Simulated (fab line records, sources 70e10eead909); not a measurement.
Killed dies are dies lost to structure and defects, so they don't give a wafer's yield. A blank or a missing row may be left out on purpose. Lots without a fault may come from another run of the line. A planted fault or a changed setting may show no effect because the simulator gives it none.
Which tool did it? | flow nand_harc | 6 lots, 18 wafers sampled, at 5 steps of a route of 1302

WHAT THE GAUGES READ, wafer by wafer
NHARC_END_SORT_01.
lot  | measured     | on        | killed_at_array
L738 | day 28 17:23 | prober-02 | 74 69 72
L740 | day 29 22:32 | prober-01 | 61 62 59

WHICH TOOL RAN EACH LOT (tool, then ch and the chambers of the sampled wafers, then the start)
lot  | NHARC_P_CONTACT_ALD_22              | NHARC_P_M0_ETCH_34                 | NHARC_P_M0_ECD_22              | NHARC_P_M0_CMP_23
L730 | ald_metal-04 ch 0,1,2, day 6 08:17  | rie_diel-03 ch 2,3, day 6 10:43    | ecd_cu-02 ch 0,1, day 6 12:00  | cmp-02 ch 2,3, day 6 12:38
L732 | ald_metal-01 ch 1,2,3, day 7 11:47  | rie_diel-03 ch 0,1, day 7 14:11    | ecd_cu-01 ch 1, day 7 15:23    | cmp-03 ch 0,3, day 7 16:08
L734 | ald_metal-04 ch 0,2,3, day 8 10:08  | rie_diel-05 ch 0,1,3, day 8 12:34  | ecd_cu-01 ch 0,1, day 8 13:46  | cmp-01 ch 0,2,3, day 8 14:31
L738 | ald_metal-04 ch 0,1,2, day 10 00:20 | rie_diel-05 ch 1,2,3, day 10 02:47 | ecd_cu-01 ch 0,1, day 10 04:02 | cmp-02 ch 0,1,3, day 10 04:47
L740 | ald_metal-02 ch 1,3, day 10 22:05   | rie_diel-03 ch 0,2, day 11 00:33   | ecd_cu-02 ch 0,1, day 11 01:47 | cmp-03 ch 0,2,3, day 11 02:34
L750 | ald_metal-04 ch 0,3, day 14 11:08   | rie_diel-13 ch 0,2, day 14 13:35   | ecd_cu-02 ch 0,1, day 14 14:50 | cmp-01 ch 1,3, day 14 15:31
- NHARC_P_CONTACT_ALD_22: deposits TiN, target thk 3 nm, pulse time 1 s, ald cycles 150.
- NHARC_P_M0_ETCH_34: etches the open film in N2/H2, target depth 40 nm, overetch 12 nm, time 43.94 s.
- NHARC_P_M0_ECD_22: material Cu, target thk 400 nm.
- NHARC_P_M0_CMP_23: polishes, t overpolish 20 s, target thk 117.54 nm.

THE ANSWER, worked out from the rows above alone
Rule: what is usual is taken from the lots themselves. Put in order of their means at a reading, lots are off if they are a third of the lots or fewer, leave a main group of 4 or more, and stand apart from it by a gap of 3 or more times the standard deviation of the main group's means; of several such gaps the widest counts. A main group whose means are all the same, to the digits that the tables above print for the reading, isn't used. A lot without any number at a reading at which 4 lots or more have one is off too. The other lots that the step has rows for count as sound.
No lot is off at any reading shown: from this, nothing can be told.

WHAT THE SIMULATOR HAD PUT IN
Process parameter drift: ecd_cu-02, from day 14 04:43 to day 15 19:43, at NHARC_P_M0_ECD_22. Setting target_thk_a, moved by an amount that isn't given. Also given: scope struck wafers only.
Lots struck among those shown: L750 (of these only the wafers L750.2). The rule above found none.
